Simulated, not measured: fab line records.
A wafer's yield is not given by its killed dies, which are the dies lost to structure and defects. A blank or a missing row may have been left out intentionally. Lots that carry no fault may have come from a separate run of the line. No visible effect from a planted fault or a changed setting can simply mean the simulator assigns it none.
A lot that was struck, set against a sound lot :: flow nand_harc :: 30 out of 1302 route steps
Sound: these wafers, L921.2, L921.3, L921.5. Struck: wafer L926.6 (left out: L926.4, L926.5 of the same lot, which were not struck); the cause appears at the end.
At each step with rows: each side's tool, then ch and its chambers, then its first start. Under that, the readings that differ: sound wafers :: struck wafers :: difference of the means :: sigmas: that difference in standard deviations of wafers without a fault.
alike: readings with means less than 2 such deviations apart, plus words and numbers identical on both sides. not compared: withheld readings, readings lacking a value on some wafer, bounds such as >300 that could conceal the same value, and numbers that have no deviation in the record and whose values overlap.
The two part at a step that has a row with sigmas, a row that says differs or no value, or rows on one side only. When numbers do not overlap yet have no deviation, they are printed without sigmas and do not part them. A reading missing from all wafers of one side parts the sides only when that side holds two or more wafers.

first, 9 steps without rows for these wafers: NHARC_A_CHANNEL_HOLE_D1_SOFTBAKE_05 (time 55 s); NHARC_A_CHANNEL_HOLE_D1_EBR_06; NHARC_A_CHANNEL_HOLE_D1_EXPOSE_07 (exposes mask HOLE D1, target cd 100 nm); NHARC_A_CHANNEL_HOLE_D1_PEB_08 (peb time 65 s); NHARC_A_CHANNEL_HOLE_D1_DEVELOP_09 (develop time 35 s); NHARC_A_CHANNEL_HOLE_D1_DESCUM_15 (chemistry O2, time 3 s); NHARC_A_CHANNEL_HOLE_D1_ETCH_38 (etches the open film in CF4, target depth 39 nm, time 65 s); NHARC_A_CHANNEL_HOLE_D1_ETCH_39 (etches the open film in N2/H2, target depth 260 nm, time 325 s); NHARC_A_CHANNEL_HOLE_D1_ETCH_34 (etches the open film in CF4/CHF3, target depth 154 nm, time 77 s).
NHARC_A_CHANNEL_HOLE_D1_ETCH_16: etches the open film in O2/COS, target depth 3100 nm, time 806 s.
  sound on rie_diel-11 ch 0,2, day 11 00:25; struck on rie_diel-11 ch 2, day 13 05:03
  alike: drypump_motor_current_A, o2_flow_sccm, oes_product_au, rf_vpp_V, showerhead_plenum_p_Torr, throttle_valve_pct
  not compared: rf_hours_counter_h
then, 17 steps without rows for these wafers: NHARC_A_CHANNEL_HOLE_D1_ETCH_19 (etches the open film in C4F8/O2/Ar, time 34.5 s); NHARC_A_CHANNEL_HOLE_D1_ETCH_20 (etches the open film in C4F8/O2/Ar, time 361.9 s, target depth 1600 nm); NHARC_A_CHANNEL_HOLE_D1_ETCH_21 (etches the open film in C4F8/O2/Ar, time 514.3 s, target depth 1600 nm); NHARC_A_CHANNEL_HOLE_D1_ETCH_22 (etches the open film in C4F8/O2/Ar, time 666.7 s, target depth 1600 nm); NHARC_A_CHANNEL_HOLE_D1_ETCH_23 (etches the open film in C4F8/O2/Ar, time 819 s, target depth 1600 nm); NHARC_A_CHANNEL_HOLE_D1_ETCH_24 (etches the open film in C4F8/O2/Ar, time 906.2 s, target depth 1500 nm); NHARC_A_CHANNEL_HOLE_D1_ETCH_25 (etches the open film in C4F8/O2/Ar, time 1040.2 s, target depth 1500 nm); NHARC_A_CHANNEL_HOLE_D1_ETCH_26 (etches the open film in C4F8/O2/Ar, time 224.1 s, target depth 300 nm); NHARC_A_CHANNEL_HOLE_D1_ETCH_33 (etches the open film in C4F8/O2/Ar, time 90 s, target depth 400 nm); NHARC_A_CHANNEL_HOLE_D1_STRIP_41 (strips in N2/H2); NHARC_A_CHANNEL_HOLE_D1_STRIP_42 (strips in CF4/CHF3); NHARC_A_CHANNEL_HOLE_D1_STRIP_43 (strips in O2/COS); NHARC_A_CHANNEL_HOLE_D1_ETCH_44 (etches the open film in CF4/O2, target depth 140 nm, overetch 14 nm, time 77 s); NHARC_A_CHANNEL_HOLE_D1_STRIP_27 (strips in O2); NHARC_A_CHANNEL_HOLE_D1_PRECLEAN_28 (cleans in SC1); NHARC_A_CHANNEL_HOLE_D1_SRD_29; NHARC_A_CHANNEL_HOLE_D1_XSEM_31.
NHARC_A_CHANNEL_HOLE_D1_INSPECT_40:
  sound on defect_inspect-02 at day 11 07:05; struck on defect_inspect-01 at day 13 14:49
reading: raw_defect_count
sound: 86 98 99
struck: 493
difference: +399
sigmas: +15
then, 1 step without rows for these wafers: NHARC_A_CHANNEL_FILL_D1_PRECLEAN_00 (cleans in SC1).
-- the record jumps here: 16 days lie between the struck wafers' starts before and after (it left off in module A_CHANNEL_FILL_D1 and takes up again in module END, whose first step shown is number 1302 of the route) --
NHARC_END_SORT_01:
  at this point the record logs the struck wafers (prober-01 ch 0, day 29 10:22) and has no rows for the sound ones

== WHERE THEY PART ==
Earliest at NHARC_A_CHANNEL_HOLE_D1_INSPECT_40; latest, in this record, at NHARC_END_SORT_01.

WHY: what the simulator had put in
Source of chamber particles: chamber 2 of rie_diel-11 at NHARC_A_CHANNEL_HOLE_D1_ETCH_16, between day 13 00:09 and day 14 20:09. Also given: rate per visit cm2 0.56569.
